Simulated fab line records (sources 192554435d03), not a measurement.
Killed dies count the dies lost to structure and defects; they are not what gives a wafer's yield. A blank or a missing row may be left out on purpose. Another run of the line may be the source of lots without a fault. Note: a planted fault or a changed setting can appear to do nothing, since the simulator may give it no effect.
fab line records    flow n5_finfet
[record] lots = 11  wafers = 31  last_day = 19
route steps=1938 shown BEOL_M5@1176 BEOL_M6@1194 PASSIVATION@1936
lots untouched by any fault: they come from a run of this same line in which no faults occurred
start_h: hours from the record's first day to the start of the lot's first wafer shown    wait_h: hours since the lot's step before    " as in the row above    L1.1+2: one row covering several wafers at once    - no value, or no start given    * or withheld: withheld    < > ~ a bound
route shown NAME@n: a module of which the file shows steps, and the number in the route of the first    usual: the fault-free wafers' mean and standard deviation    same: alike in all rows    chamber/n: place in a boat    sites: readings site by site    _std_site: the standard deviation of these    _edge_site: inner sites' mean taken away from outer sites' mean    radius_mm: how far each site lies from the wafer's centre    mask NAME#n: copy n    behind: the last tool/chamber to shape the wafer    hold: why the lot went on hold/how many hours it stayed there/how the hold came to an end    device: the transistor (n, p or np) that didn't switch    end of line: at the end of the route, the tests of the same wafers    step lacking rows: just its recipe    killed: dies lost to structure and defects at the first sort, not the wafer's yield    map: the dies of a wafer, with x for killed, . for not killed, _ for no die there
set.NAME: the setting the step ran with; set.NAME@STEP: the setting that earlier step ran with    model.NAME: the simulator's own value behind a step, which no gauge read
the route's steps for a sample of lots (tables are steps, rows are wafers)
services: a tool's chamber out of use, with start hour (start_h, from the record's first day; less than 0 if before it), hours out, and reason
[[steps]]
[step N5_BEOL_M5_ANNEAL_49]
[recipe] temp_c = 400  time_s = 1800  ambient = vacuum
[usual] heater_power_w = 841/70
lot.wafer  tool            chamber  start_h  wait_h  heater_power_w
L559.2     pvd_sputter-03  -        173.36   0.0     907
L559.5     "               -        "        "       796
L559.6     "               -        "        "       924
L560.2     pvd_sputter-02  -        189.59   0.0     859
L560.3     "               -        "        "       789
L560.4     "               -        "        "       896
L562.1     pvd_sputter-01  -        198.18   0.0     800
L562.2     "               -        "        "       722
L562.6     "               -        "        "       716
L564.1     pvd_sputter-02  -        205.25   0.0     771
L564.3     "               -        "        "       909
L566.1     pvd_sputter-02  -        221.90   0.0     879
L566.3     "               -        "        "       781
L566.5     "               -        "        "       885
L567.3     pvd_sputter-01  -        224.66   0.0     927
L567.5     "               -        "        "       747
L577.3     pvd_sputter-02  -        314.69   0.0     770
L577.4     "               -        "        "       770
L577.6     "               -        "        "       763
L573.3     pvd_sputter-03  -        315.87   0.0     952
L573.4     "               -        "        "       943
L573.6     "               -        "        "       788
L578.1     pvd_sputter-02  -        321.74   0.0     869
L578.4     "               -        "        "       843
L578.5     "               -        "        "       792
L575.3     pvd_sputter-02  -        330.02   0.0     844
L575.5     "               -        "        "       799
L575.6     "               -        "        "       787
L581.4     pvd_sputter-02  -        340.33   0.0     772
L581.5     "               -        "        "       888
L581.6     "               -        "        "       836
[step N5_BEOL_M5_ANNEAL_84]
[recipe] temp_c = 400  time_s = 1800  ambient = vacuum
[usual] heater_power_w = 843/68
lot.wafer  tool            chamber  start_h  wait_h  heater_power_w
L559.2     pvd_sputter-03  -        175.53   0.0     945
L559.5     "               -        "        "       749
L559.6     "               -        "        "       918
L560.2     pvd_sputter-02  -        191.76   0.0     859
L560.3     "               -        "        "       776
L560.4     "               -        "        "       880
L562.1     pvd_sputter-01  -        200.35   0.0     819
L562.2     "               -        "        "       743
L562.6     "               -        "        "       746
L564.1     pvd_sputter-02  -        207.42   0.0     775
L564.3     "               -        "        "       899
L566.1     pvd_sputter-02  -        224.07   0.0     914
L566.3     "               -        "        "       806
L566.5     "               -        "        "       882
L567.3     pvd_sputter-01  -        226.83   0.0     929
L567.5     "               -        "        "       726
L577.3     pvd_sputter-02  -        316.86   0.0     791
L577.4     "               -        "        "       780
L577.6     "               -        "        "       793
L573.3     pvd_sputter-03  -        318.04   0.0     938
L573.4     "               -        "        "       930
L573.6     "               -        "        "       761
L578.1     pvd_sputter-02  -        323.91   0.0     901
L578.4     "               -        "        "       845
L578.5     "               -        "        "       799
L575.3     pvd_sputter-02  -        332.20   0.0     867
L575.5     "               -        "        "       801
L575.6     "               -        "        "       786
L581.4     pvd_sputter-02  -        342.50   0.0     794
L581.5     "               -        "        "       894
L581.6     "               -        "        "       842
[step N5_BEOL_M6_ILD_DEP_00]
[recipe] material = SiCOH_lowk  target_thk_a = 1797.5  temp_c = 300  precursor = DEMS/porogen  pressure_torr = 5  rf_w = 500  time_s = 33.4
[usual] heater_power_w = 290/34  rf_fwd_power_W = 495.1/1.9  showerhead_plenum_p_Torr = 5.730/0.017  showerhead_vpp_V = 1380/70  throttle_valve_pct = 13.8/0.76
lot.wafer  tool      chamber  start_h  wait_h  heater_power_w  rf_fwd_power_W  showerhead_plenum_p_Torr  showerhead_vpp_V  throttle_valve_pct
L559.2     pecvd-02  2        178.75   0.0     312             495.2           5.723                     1410              13.5
L559.5     "         0        "        "       287             494.4           5.741                     1258              14.3
L559.6     "         1        "        "       268             493.9           5.733                     1406              13.9
L560.2     pecvd-01  0        194.97   0.0     294             496.4           5.732                     1505              14.3
L560.3     "         1        "        "       279             497.3           5.764                     1422              15.0
L560.4     "         0        "        "       308             494.4           5.728                     1474              14.3
L562.1     pecvd-03  2        203.60   0.1     285             497.4           5.722                     1375              13.1
L562.2     "         0        "        "       363             494.7           5.736                     1299              14.2
L562.6     "         1        "        "       236             493.6           5.704                     1328              12.9
L564.1     pecvd-03  2        210.96   0.0     272             495.9           5.715                     1363              13.4
L564.3     "         1        "        "       311             496.1           5.698                     1332              13.1
L566.1     pecvd-03  2        227.49   0.0     284             498.7           5.722                     1339              13.2
L566.3     "         1        "        "       270             497.6           5.707                     1297              12.8
L566.5     "         1        "        "       277             495.8           5.708                     1326              13.1
L567.3     pecvd-03  0        230.06   0.0     343             493.2           5.745                     1294              13.8
L567.5     "         1        "        "       287             494.4           5.696                     1310              13.0
L577.3     pecvd-03  2        320.13   0.1     279             496.5           5.716                     1367              13.5
L577.4     "         1        "        "       270             496.1           5.714                     1326              13.0
L577.6     "         2        "        "       275             497.3           5.730                     1385              13.3
L573.3     pecvd-01  2        321.34   0.0     254             493.8           5.758                     1409              12.5
L573.4     "         0        "        "       259             494.2           5.743                     1514              14.9
L573.6     "         2        "        "       254             492.1           5.747                     1384              12.8
L578.1     pecvd-03  2        327.12   0.0     292             496.6           5.697                     1393              13.2
L578.4     "         2        "        "       286             496.2           5.722                     1371              13.3
L578.5     "         2        "        "       293             498.0           5.715                     1342              13.1
L575.3     pecvd-02  1        335.46   0.0     280             490.9           5.721                     1401              13.6
L575.5     "         1        "        "       284             493.4           5.716                     1384              13.6
L575.6     "         2        "        "       341             494.0           5.748                     1402              13.6
L581.4     pecvd-01  1        345.74   0.1     287             498.3           5.765                     1438              14.8
L581.5     "         2        "        "       266             492.9           5.749                     1395              12.6
L581.6     "         0        "        "       291             494.5           5.718                     1502              14.6
[step N5_BEOL_M6_THK_MEAS_01]
[recipe] reads = SiCOH_lowk_of_BEOL_M6_ILD_DEP_00
[usual] M6_ILD_THK = 154.2/2.1
lot.wafer  tool           chamber  start_h  wait_h  M6_ILD_THK[nm]
L559.2     film_metro-01  -        179.32   0.4     153.8
L559.5     "              -        "        "       153.9
L559.6     "              -        "        "       156.7
L560.2     film_metro-02  -        195.55   0.4     154.1
L560.3     "              -        "        "       155.3
L560.4     "              -        "        "       155.7
L562.1     film_metro-02  -        204.18   0.4     150.9
L562.2     "              -        "        "       153.4
L562.6     "              -        "        "       156.1
L564.1     film_metro-02  -        211.54   0.4     148.3
L564.3     "              -        "        "       162.2
L566.1     film_metro-01  -        228.07   0.4     151.4
L566.3     "              -        "        "       165.1
L566.5     "              -        "        "       153.7
L567.3     film_metro-02  -        231.12   0.5     165.9
L567.5     "              -        "        "       155.7
L577.3     film_metro-02  -        320.71   0.3     152.8
L577.4     "              -        "        "       153.4
L577.6     "              -        "        "       152.0
L573.3     film_metro-01  -        321.92   0.3     152.6
L573.4     "              -        "        "       155.6
L573.6     "              -        "        "       156.8
L578.1     film_metro-01  -        327.72   0.4     151.2
L578.4     "              -        "        "       152.9
L578.5     "              -        "        "       153.1
L575.3     film_metro-02  -        336.04   0.3     153.6
L575.5     "              -        "        "       157.1
L575.6     "              -        "        "       154.2
L581.4     film_metro-02  -        346.30   0.2     155.8
L581.5     "              -        "        "       154.5
L581.6     "              -        "        "       155.2
[step N5_BEOL_M6_PECVD_70]
[recipe] material = SiO2  target_thk_a = 200  temp_c = 400  precursor = TEOS/O2  pressure_torr = 5.5  rf_w = 450  teos_flow_sccm = 53.8  gas = O2  flow_sccm = 3000  time_s = 22.7
[usual] heater_power_w = 684/57  rf_fwd_power_W = 445.2/1.8  showerhead_plenum_p_Torr = 8.74/0.068  showerhead_vpp_V = 1307/68  throttle_valve_pct = 22.3/1.2
lot.wafer  tool      chamber  start_h  wait_h  heater_power_w  rf_fwd_power_W  showerhead_plenum_p_Torr  showerhead_vpp_V  throttle_valve_pct
L559.2     pecvd-03  2        179.36   0.0     640             446.4           8.68                      1284              21.0
L559.5     "         2        "        "       612             445.3           8.68                      1308              21.2
L559.6     "         1        "        "       717             445.6           8.64                      1271              20.7
L560.2     pecvd-03  1        195.59   0.0     622             446.4           8.63                      1252              20.8
L560.3     "         0        "        "       740             441.9           8.81                      1222              22.4
L560.4     "         1        "        "       606             445.2           8.62                      1252              21.2
L562.1     pecvd-01  0        204.21   0.0     697             445.6           8.73                      1425              23.4
L562.2     "         1        "        "       645             447.6           8.80                      1357              24.0
L562.6     "         1        "        "       654             447.2           8.81                      1371              24.1
L564.1     pecvd-01  0        211.58   0.0     700             444.3           8.73                      1432              23.6
L564.3     "         0        "        "       721             444.8           8.75                      1409              23.8
L566.1     pecvd-02  1        228.11   0.0     718             444.8           8.69                      1353              22.1
L566.3     "         2        "        "       696             446.0           8.77                      1329              21.7
L566.5     "         2        "        "       668             445.7           8.79                      1329              21.5
L567.3     pecvd-03  0        231.16   0.0     847             441.7           8.79                      1217              22.6
L567.5     "         1        "        "       678             446.6           8.62                      1262              20.8
L577.3     pecvd-02  1        320.76   0.1     695             445.8           8.69                      1339              22.0
L577.4     "         0        "        "       635             445.2           8.79                      1187              23.4
L577.6     "         0        "        "       627             444.5           8.79                      1190              23.4
L573.3     pecvd-01  0        321.95   0.0     702             444.2           8.73                      1425              23.9
L573.4     "         0        "        "       730             445.6           8.75                      1430              23.9
L573.6     "         1        "        "       678             446.4           8.83                      1363              24.1
L578.1     pecvd-01  0        327.76   0.0     734             443.8           8.77                      1410              23.8
L578.4     "         1        "        "       703             445.8           8.82                      1358              23.8
L578.5     "         0        "        "       730             443.4           8.73                      1418              23.8
L575.3     pecvd-01  0        336.08   0.0     628             443.9           8.74                      1418              24.0
L575.5     "         0        "        "       622             444.7           8.75                      1401              23.7
L575.6     "         2        "        "       628             445.5           8.79                      1319              20.5
L581.4     pecvd-03  1        346.35   0.1     591             444.9           8.64                      1247              21.1
L581.5     "         0        "        "       816             443.2           8.79                      1211              22.7
L581.6     "         2        "        "       673             443.5           8.67                      1297              21.4
[step N5_PASSIVATION_PROBE_49]
[usual] defect_limited_yield = 91.2/1.4  killed_at_M0_to_M3 = 36/10  killed_at_M4_up = 13/5.1  killed_at_contacts = 12/5.4  killed_at_front_end = 39/11  killed_at_other = 3.5/2.4  killed_dies = 104/17  killed_open = 67/13  killed_short = 36/8.3  sort_bin_5_function = 5.2/0.98  sort_bin_6_memory = 3.3/0.68  sort_n_pass = 1076/17  sort_yield_pct = 91.2/1.4
[same] gross_dies = 1180  killed_at_back_side = 0  sort_bin_4_leakage[%] = 0  sort_bin_8_speed[%] = 0
lot.wafer  tool       chamber  start_h  wait_h  defect_limited_yield[%]  killed_at_M0_to_M3  killed_at_M4_up  killed_at_contacts  killed_at_front_end  killed_at_other  killed_dies  killed_open  killed_short  sort_bin_5_function[%]  sort_bin_6_memory[%]  sort_n_pass  sort_yield_pct[%]
L559.2     prober-02  -        251.83   0.1     93.3                     29                  9                5                   34                   2                79           53           25            3.9                     2.5                   1101         93.3
L559.5     prober-02  -        251.98   0.2     92.5                     21                  15               1                   45                   7                89           57           31            3.9                     3.3                   1091         92.5
L559.6     prober-02  -        252.03   0.3     92.5                     33                  6                4                   44                   2                89           54           35            4.7                     2.6                   1091         92.5
L573.3     prober-02  -        428.50   0.1     91.2                     41                  16               25                  22                   0                104          66           36            5.1                     3.1                   1076         91.2
L573.4     prober-02  -        428.55   0.2     93.9                     30                  13               8                   17                   4                72           52           19            3.9                     2.2                   1108         93.9
L573.6     prober-02  -        428.65   0.3     91.8                     36                  21               18                  20                   2                97           57           40            4.3                     3.6                   1083         91.8
L575.3     prober-01  -        448.93   0.1     91.6                     46                  14               11                  27                   1                99           72           26            5.1                     3.0                   1081         91.6
L581.4     prober-01  -        458.46   0.2     90.4                     27                  12               26                  39                   9                113          78           35            5.8                     3.4                   1067         90.4
L581.5     prober-01  -        458.51   0.2     89.6                     48                  16               17                  40                   2                123          86           37            5.9                     3.8                   1057         89.6
L581.6     prober-01  -        458.56   0.3     91.8                     30                  10               14                  40                   3                97           64           31            4.9                     3.1                   1083         91.8
// killed by level:class
L559.2 STI_FIN_REVEAL:geometric_particle:open=11 BEOL_M0_SAQP:geometric_particle:short=7 BEOL_M3:geometric_particle:open=7 FIN_SAQP:geometric_particle:short=6 BEOL_M2:geometric_particle:open=6 BEOL_M4:geometric_particle:open=5 STI_FIN_REVEAL:geometric_particle:short=4 MOL_CONTACT_COAG:geometric_particle:open=4
L559.5 BEOL_M4:geometric_particle:open=12 FIN_SAQP:geometric_particle:short=9 STI_FIN_REVEAL:geometric_particle:open=9 FIN_SAQP:geometric_particle:open=6 BEOL_M0_SAQP:geometric_particle:short=5 GATE_CUT:geometric_particle:short=4 BEOL_M0_SAQP:geometric_particle:open=4 BEOL_M2:geometric_particle:open=4
L559.6 FIN_SAQP:geometric_particle:open=14 FIN_SAQP:geometric_particle:short=10 BEOL_M0_SAQP:geometric_particle:short=10 BEOL_M0_SAQP:geometric_particle:open=9 DUMMY_GATE:geometric_particle:open=5 STI_FIN_REVEAL:geometric_particle:open=3 MOL_CONTACT_COAG:geometric_particle:open=3 BEOL_M0:geometric_particle:open=3
L573.3 MOL_CONTACT_COAG:geometric_particle:open=19 BEOL_M0_SAQP:geometric_particle:open=16 BEOL_M0_SAQP:geometric_particle:short=12 MOL_CONTACT_COAG:geometric_particle:short=5 BEOL_M4:geometric_particle:open=5 STARTING-WAFER:geometric_particle:short=4 FIN_SAQP:geometric_particle:short=3 DUMMY_GATE:geometric_particle:open=3
L573.4 BEOL_M0_SAQP:geometric_particle:open=11 BEOL_M0_SAQP:geometric_particle:short=9 MOL_CONTACT_COAG:geometric_particle:open=5 BEOL_M3:geometric_particle:open=5 STI_FIN_REVEAL:geometric_particle:open=4 BEOL_M4:geometric_particle:open=4 FIN_SAQP:geometric_particle:open=3 MOL_CONTACT_COAG:geometric_particle:short=3
L573.6 MOL_CONTACT_COAG:geometric_particle:open=15 BEOL_M0_SAQP:geometric_particle:short=12 BEOL_M0_SAQP:geometric_particle:open=7 FIN_SAQP:geometric_particle:open=6 BEOL_M4:geometric_particle:open=6 BEOL_M1:geometric_particle:open=4 BEOL_M1:geometric_particle:short=4 BEOL_M5:geometric_particle:short=4
L575.3 BEOL_M0_SAQP:geometric_particle:open=18 BEOL_M0_SAQP:geometric_particle:short=14 STI_FIN_REVEAL:geometric_particle:open=12 MOL_CONTACT_COAG:geometric_particle:open=8 BEOL_M1:geometric_particle:open=7 BEOL_M4:geometric_particle:open=6 FIN_SAQP:geometric_particle:open=5 BEOL_M0:geometric_particle:open=4
L581.4 MOL_CONTACT_COAG:geometric_particle:open=18 FIN_SAQP:geometric_particle:open=11 BEOL_M2:geometric_particle:open=9 MOL_CONTACT_COAG:geometric_particle:short=8 FIN_SAQP:geometric_particle:short=7 BEOL_M3:geometric_particle:open=7 DUMMY_GATE:geometric_particle:open=5 BEOL_M0_SAQP:geometric_particle:open=4
L581.5 MOL_CONTACT_COAG:geometric_particle:open=16 BEOL_M0_SAQP:geometric_particle:short=12 BEOL_M0_SAQP:geometric_particle:open=12 BEOL_M3:geometric_particle:open=12 FIN_SAQP:geometric_particle:short=9 FIN_SAQP:geometric_particle:open=8 DUMMY_GATE:geometric_particle:open=7 BEOL_M2:geometric_particle:open=7
L581.6 MOL_CONTACT_COAG:geometric_particle:open=10 FIN_SAQP:geometric_particle:short=8 DUMMY_GATE:geometric_particle:open=8 BEOL_M2:geometric_particle:open=8 FIN_SAQP:geometric_particle:open=7 STI_FIN_REVEAL:geometric_particle:open=5 BEOL_M2:geometric_particle:short=5 BEOL_M3:geometric_particle:open=5
[[services]]
tool            chamber  start_h  hours  kind
pecvd-03        1        159.99   5.5    scheduled_down
pecvd-01        2        202.38   -      clean
pecvd-01        2        202.38   -      consumable_replace:showerhead
pecvd-01        2        202.38   29.0   scheduled_down
pecvd-01        2        202.38   29.0   vent_cycle
pecvd-03        0        216.13   2.1    scheduled_down
pecvd-02        1        244.20   30.8   repair
pecvd-03        2        275.27   8.4    repair
pecvd-01        2        284.86   2.1    scheduled_down
pecvd-03        2        287.88   5.5    scheduled_down
pecvd-01        0        288.83   5.5    scheduled_down
pecvd-01        -        295.24   5.5    pm
pvd_sputter-01  -        303.96   11.5   repair
pecvd-03        0        315.61   23.5   repair
pecvd-02        2        318.73   2.1    scheduled_down
[[key]]
[first_sign] step = N5_BEOL_M6_THK_MEAS_01  reading = M6_ILD_THK  direction = up  sigmas = 4.9  usual = 154.2  struck = 164.4
effect none on later readings
met_at N5_BEOL_M6_ILD_DEP_00
struck_lots L564,L566,L567
struck_wafers L564.3,L566.3,L567.3
not_acting_at N5_BEOL_M5_ANNEAL_49,N5_BEOL_M5_ANNEAL_84,N5_BEOL_M6_PECVD_70
onset_between 203.60 210.96
[fault] kind = process_parameter_drift  tool = pecvd-03  chamber = -  onset_h = 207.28  steps = N5_BEOL_M6_ILD_DEP_00  channel = target_thk_a  offset = *  shape = step  end_h = 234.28  scope = struck_wafers_only  acts_in = *  stated = *
